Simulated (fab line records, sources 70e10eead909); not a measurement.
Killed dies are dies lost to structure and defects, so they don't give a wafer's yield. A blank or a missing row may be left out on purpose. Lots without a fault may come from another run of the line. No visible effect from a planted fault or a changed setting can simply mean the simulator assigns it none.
Matching of chambers    flow nand_harc    4 sister chambers for NHARC_A_M0_ETCH_34 on rie_diel-05
The step etches the open film in N2/H2, target depth 40 nm, overetch 12 nm, time 43.94 s. 22 wafers are shown with their chamber, then 11 later ones without.

WAFERS PAIRED WITH THEIR CHAMBERS
wafer   chamber  drypump_motor_current_A (A)  rf_vpp_V (V)  throttle_valve_pct (%)
L074.2  0        5.7                          429.8         14.187
L074.4  2        5.7                          427.3         14.181
L074.5  2        5.7                          426.8         14.174
L077.1  1        5.2                          430.0         14.159
L077.4  3        6.2                          432.8         14.171
L077.6  0        5.7                          429.9         14.170
L076.1  3        6.2                          432.9         14.150
L076.2  0        5.7                          431.5         14.180
L076.5  3        6.2                          432.3         14.163
L078.1  3        6.2                          433.1         14.170
L078.3  1        5.2                          431.0         14.171
L078.5  3        6.2                          432.9         14.185
L080.3  2        5.7                          426.7         14.176
L080.4  0        5.7                          430.5         14.173
L080.5  2        5.7                          427.2         14.181
L082.1  0        5.8                          429.7         14.170
L082.4  3        6.2                          432.2         14.174
L082.6  0        5.8                          428.6         14.179
L082.2  1        5.3                          428.8         14.165
L082.3  2        5.7                          427.0         14.186
L082.5  1        5.2                          430.0         14.163
L081.2  1        5.2                          430.9         14.178

SIGNATURES (averages over the wafers above)
reading                  chamber 0  chamber 1  chamber 2  chamber 3  scatter within a chamber
drypump_motor_current_A  5.733      5.220      5.700      6.200      0.0344
rf_vpp_V                 430.000    430.140    427.000    432.700    0.694
throttle_valve_pct       14.17650   14.16720   14.17960   14.16883   0.00823
Rule: distance of a wafer from a chamber = root of the sum over the readings of ((wafer's reading minus chamber's mean) / reading's scatter) squared. The wafer belongs to the nearest chamber; if the next one is less than 2 further off, it can't be placed. The scatter is the square root of a quotient: the sum, over the shown wafers, of each reading's squared deviation from its chamber's mean, divided by wafers minus chambers.

WAFERS WITH NO CHAMBER GIVEN
wafer   drypump_motor_current_A (A)  rf_vpp_V (V)  throttle_valve_pct (%)
L081.3  6.2                          432.3         14.163
L081.5  5.2                          430.5         14.195
L084.1  5.7                          426.7         14.186
L084.2  5.2                          430.5         14.180
L084.3  5.7                          430.1         14.169
L088.1  6.2                          431.8         14.183
L088.2  5.3                          430.5         14.172
L088.4  5.7                          430.7         14.180
L087.3  5.7                          424.9         14.159
L087.4  5.2                          428.6         14.168
L087.5  5.7                          426.8         14.172

WHICH CHAMBER EACH WENT THROUGH
wafer   from the rows above  in truth
L081.3  3                    3
L081.5  1                    1
L084.1  2                    2
L084.2  1                    1
L084.3  0                    0
L088.1  3                    3
L088.2  1                    1
L088.4  0                    0
L087.3  2                    2
L087.4  1                    1
L087.5  2                    2
Correct placement for 11 of the 11. Number that these rows cannot place: 0. 0 placed wrongly.
